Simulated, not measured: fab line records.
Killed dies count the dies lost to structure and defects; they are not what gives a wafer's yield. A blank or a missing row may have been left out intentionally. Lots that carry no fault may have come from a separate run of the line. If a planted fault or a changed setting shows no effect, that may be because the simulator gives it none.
Problem report in the 8D (eight disciplines) form, filled by code -- flow n5Finfet -- the parts of the form that need people (team, actions taken, sign-off) are left out

== 1. WHAT IS WRONG ==
Mean of heaterPowerTotalW at N5_SD_EPI_P_COAT_34: 816.1 W across 6 wafers in 2 lots; on wafers with no fault it is 500.5 W (standard deviation 1.8). That is +99 or more standard deviations from the usual mean.
The step: time 60 s, resist thk 350 nm.
First seen on wafer L339.1, day 6 13:18, on lithoTrack-03. The record has a number at this step for 27 wafers belonging to 9 lots. The rule behind "out" and "out of limits": a value lying over 4 standard deviations away from the usual mean. Any other wafer with a number is counted as sound.

== 2. WHAT IT IS; WHAT IT IS NOT ==
question,is,is not
which readings at this step,"heaterPowerTotalW, plateTempC","dispensePressureKPa, resistLineTempC"
which lots,"L339, L341","L328, L331, L334, L335, L342, L349, L350"
which wafers of those lots,all that have a number,-
read on which tools,lithoTrack-03,"lithoTrack-01, lithoTrack-05"
when,from day 6 13:18,"up to then (12 sound wafers); but 9 sound wafers of L342, L349, L350 came after"

== 3. WHAT RULES OUT EACH SUSPECT ==
Counting: a tool at any process step up to the reading remains a suspect when it ran all the lots that are out and ran no sound lot after the first of those.
- plasmaAsher-01 at N5_SD_EPI_N_STRIP_38 (strips in N2/H2): ruled out as a lasting fault. The sound lots L349 went through it after L339, its earliest lot that is out (day 6 07:59).
- lithoTrack-03 at N5_SD_EPI_P_COAT_34 (time 60 s, resist thk 350 nm): kept. It processed each lot that is out, first L339 at day 6 13:18, and no sound lot thereafter; up to then, the last sound lot it processed was L335 at day 5 06:28. Its own readings are out on those wafers: heaterPowerTotalW, plateTempC.
The count leaves lithoTrack-03 at N5_SD_EPI_P_COAT_34.

== 4. THE CAUSE (what the simulator had put in) ==
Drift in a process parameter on lithoTrack-03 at N5_SD_EPI_P_COAT_34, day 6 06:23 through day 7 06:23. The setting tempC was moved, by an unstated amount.
This tool alone remained once counting was done.

== 5. THE CHAIN OF EFFECTS, in route order ==
One row per reading whose mean, taken over the struck wafers that have a number, lies over 3 standard deviations from the usual. Scope: only readings with a usual standard deviation given in the record; hours: median across lots of the time from each lot's start at the first step in this table that gives one to its start at this step; sigmas: change in usual standard deviations.
hours,step,reading,usual,on struck wafers,change,sigmas
0,N5_SD_EPI_P_COAT_34,heaterPowerTotalW,500.5 W,816.1,+315.6,+99 or more
0,N5_SD_EPI_P_COAT_34,plateTempC,250.03 C,262.23,+12.20,+76
Its process steps:
- N5_SD_EPI_P_COAT_34: time 60 s, resist thk 350 nm.
Later measuring or inspecting steps at which every struck wafer that the step has a row for has a number for every such reading, and none has moved that far: N5_BEOL_M4_RC_MEAS_101.

== 6. HOW IT WOULD HAVE BEEN CAUGHT EARLIER ==
7 hours passed between the start of the fault at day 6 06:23 and the first reading out of limits in this record, taken at day 6 13:18.
